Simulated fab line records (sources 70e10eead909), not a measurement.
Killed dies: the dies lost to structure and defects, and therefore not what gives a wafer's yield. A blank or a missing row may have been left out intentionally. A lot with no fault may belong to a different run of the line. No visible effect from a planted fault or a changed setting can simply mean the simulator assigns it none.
Which tool is to blame? | flow nand harc | 72 wafers sampled from 24 lots at 1 step of a route of 1159

## WHAT THE GAUGES SHOWED, per wafer
NHARC_A_SIN_REMOVE_INSPECT_04. Usual: raw defect count reads 315 (standard deviation 79).
lot  | measured     | on                | raw defect count | flag
L077 | day 15 02:31 | defect inspect-01 | 482 278 289      |
L075 | day 15 02:31 | defect inspect-02 | 185 234 201      |
L076 | day 15 02:32 | defect inspect-02 | 360 334 490      |
L074 | day 15 10:19 | defect inspect-01 | 281 284 245      |
L079 | day 15 10:19 | defect inspect-02 | 276 235 289      |
L078 | day 15 10:20 | defect inspect-01 | 442 303 559      |
L082 | day 16 22:13 | defect inspect-02 | 281 262 266      |
L081 | day 16 22:13 | defect inspect-01 | 441 342 275      |
L084 | day 17 09:58 | defect inspect-02 | 374 358 360      |
L083 | day 17 09:58 | defect inspect-01 | 441 372 314      |
L080 | day 17 10:00 | defect inspect-02 | 369 413 341      |
L085 | day 17 14:40 | defect inspect-01 | 292 326 352      |
L088 | day 17 14:40 | defect inspect-02 | 341 314 283      |
L086 | day 18 00:14 | defect inspect-02 | 246 218 327      |
L087 | day 18 05:17 | defect inspect-02 | 317 265 278      |
L090 | day 18 10:35 | defect inspect-02 | 390 386 307      |
L089 | day 18 10:35 | defect inspect-01 | 282 426 317      |
L093 | day 19 01:05 | defect inspect-02 | 320 425 450      |
L092 | day 19 01:06 | defect inspect-01 | 318 210 383      |
L091 | day 19 05:49 | defect inspect-01 | 337 245 338      |
L094 | day 19 23:24 | defect inspect-02 | 300 324 234      |
L095 | day 20 04:12 | defect inspect-01 | 184 197 310      |
L096 | day 20 09:35 | defect inspect-02 | 252 314 273      |
L097 | day 20 14:37 | defect inspect-01 | 270 277 311      |

## WHAT TOOL EACH LOT RAN ON (gives the tool, then ch and the chambers of the sampled wafers, and finally the start)
The record holds no process step before these readings.

## WHAT THE TOOLS THEMSELVES READ (means of the sampled wafers that have a number; where no wafer has one, the mark that the record gives instead)
The record holds no such reading with a usual standard deviation.

## THE ANSWER, worked out from the rows above alone
Rule: a lot is off if the mean of its wafers that have a number lies more than 3 standard deviations from the usual mean. A lot without any number at a reading at which 4 lots or more have one is off too. Where the step has rows for the other lots, those lots are counted as sound. The gauges are gone through in route order, then the tools' own readings, and for those a lot's mean is taken as printed above. At the first step where some lot is off, the reading lying furthest off is the one used; lots without a number count as furthest.
No lot is off on any of the readings shown, so nothing can be concluded from this.

## WHAT THE SIMULATOR HAD PUT IN
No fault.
